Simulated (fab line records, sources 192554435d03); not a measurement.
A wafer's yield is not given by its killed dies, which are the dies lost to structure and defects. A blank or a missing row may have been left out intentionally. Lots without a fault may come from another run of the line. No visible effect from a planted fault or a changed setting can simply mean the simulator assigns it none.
Comparing a struck lot with a sound one / flow n5 finfet / 15 steps out of a route of 1938
Sound: the wafers L724.2, L724.3, L724.6. Struck: wafer L744.2 (left out: L744.3, L744.4 of the same lot, which were not struck); the cause appears at the end.
Per side, at each step with rows, come the tool, then ch with its chambers, and then its first start. Under that, the readings that differ: sound wafers / struck wafers / difference of the means / sigmas: that difference in standard deviations of wafers without a fault.
alike: readings whose means differ by less than 2 such deviations, and words and numbers that are the same on both sides. not compared: withheld readings, readings that some wafer has no value for, bounds like >300 that may hide the same value, and numbers for which the record gives no deviation and whose values overlap.
A row with sigmas, a row that says differs or no value, or rows on one side alone: a step with any of these is where the two part. Numbers that don't overlap but have no deviation are shown without sigmas and don't part them. Lack of a reading on every wafer of one side parts them only where that side has two or more wafers.

N5_MOL_CONTACT_COAG_INSPECT_42: inspects for defects (brightfield).
  sound on defect inspect-01, day 5 14:02; struck on defect inspect-01, day 10 08:52
  alike: raw defect count
N5_MOL_CONTACT_COAG_DESCUM_45: chemistry O2, time 7 s.
  sound on rie diel-01 ch 0,1,2, day 5 14:04; struck on rie diel-03 ch 0, day 10 09:03
  alike: drypump motor current A, oes product au, rf vpp V, showerhead plenum p Torr, throttle valve pct
  not compared: rf hours counter h
N5_MOL_CONTACT_COAG_ETCH_65: etches underlayer in N2/H2, target depth 13 nm, time 10.4 s.
  sound on rie diel-01 ch 0,1,2, day 5 14:06; struck on rie diel-03 ch 0, day 10 09:05
  alike: bias w, drypump motor current A, etch rf on time s, oes product au, rf vpp V, showerhead plenum p Torr, throttle valve pct
  not compared: rf hours counter h
then, 1 step without rows for these wafers: N5_MOL_CONTACT_COAG_ETCH_66 (etches SiARC in CF4, target depth 13 nm, time 21.7 s).
N5_MOL_CONTACT_COAG_ALD_133: deposits SiO2, target thk 5 nm, pulse time 1 s, co reactant pulse time 1 s.
  sound on ald sin-01 ch 0,2,3, day 5 14:34; struck on ald sin-03 ch 1, day 10 09:11
reading=precursor pulse height rel; sound=0.988 1.006 0.961; struck=1.027; difference=+0.042; sigmas=+2
  alike: heater power w
N5_MOL_CONTACT_COAG_ETCHBACK_134: etches SiO2 in CHF3, target depth 10 nm, time 6.7 s.
  sound on rie diel-06 ch 1,3, day 5 14:45; struck on rie diel-06 ch 1, day 10 09:24
  alike: drypump motor current A, oes product au, rf vpp V, showerhead plenum p Torr, throttle valve pct
  not compared: rf hours counter h
then, 6 steps without rows for these wafers: N5_MOL_CONTACT_COAG_ETCH_67 (etches SOC in N2/H2, target depth 60 nm, overetch 21 nm, time 101.2 s); N5_MOL_CONTACT_COAG_STRIP_68 (strips in N2/H2); N5_MOL_CONTACT_COAG_STRIP_69 (strips in N2/H2); N5_MOL_CONTACT_COAG_ETCHBACK_136 (etches SiO2 in CHF3, target depth 25 nm, time 16.7 s); N5_MOL_CONTACT_COAG_STRIP_120 (strips in CHF3); N5_MOL_CONTACT_COAG_VIA_ETCH_117 (etches SiO2 in C4F6/O2, target depth 40 nm, overetch 8 nm, time 26 s).
N5_MOL_CONTACT_COAG_ETCH_124: etches SiNx in CH3F/O2, stops on SiOC, target depth 6.5 nm.
  sound on rie diel-06 ch 1,3, day 5 14:56; struck on rie diel-06 ch 1, day 10 09:35
reading=bias w (W); sound=73.17 72.88 72.98; struck=98.45; difference=+25.44; sigmas=+99 or more
reading=rf vpp V (V); sound=300.7 293.9 293.5; struck=374.3; difference=+78.3; sigmas=+36
reading=model.SOC_of_MOL_CONTACT_COAG_COAT_62.thk nm (nm); sound=48.4 48.4 48.4; struck=48; difference=+0; sigmas=
  alike: drypump motor current A, oes product au, showerhead plenum p Torr, throttle valve pct
  not compared: rf hours counter h
N5_MOL_CONTACT_COAG_ETCH_48: etches SiOC in C4F6/O2, target depth 15 nm, overetch 4.5 nm, time 17 s.
  sound on rie diel-06 ch 1,3, day 5 14:59; struck on rie diel-06 ch 1, day 10 09:38
  alike: bias w, drypump motor current A, oes product au, rf vpp V, showerhead plenum p Torr, throttle valve pct
  not compared: rf hours counter h
-- here the record skips 3 days between the struck wafers' starts before and after, leaving off in module MOL_CONTACT_COAG and picking up in module BEOL_M4 (first step shown: number 1111 of the route) --
N5_BEOL_M4_RC_MEAS_101:
  sound on prober-01 ch 0, day 8 02:30; struck on prober-02 ch 0, day 13 21:08
  alike: DIBL_N, DIBL_P, IOFF_N, IOFF_P, ION_N, ION_P, SS_N, SS_P, VT_N, VT_P

## WHERE THEY PART
Last at N5_MOL_CONTACT_COAG_ETCH_124 as far as this record goes, first at N5_MOL_CONTACT_COAG_ALD_133. Later steps at which nothing parts them and some readings are alike: N5_MOL_CONTACT_COAG_ETCH_48, N5_BEOL_M4_RC_MEAS_101.

WHY: what had been put in by the simulator
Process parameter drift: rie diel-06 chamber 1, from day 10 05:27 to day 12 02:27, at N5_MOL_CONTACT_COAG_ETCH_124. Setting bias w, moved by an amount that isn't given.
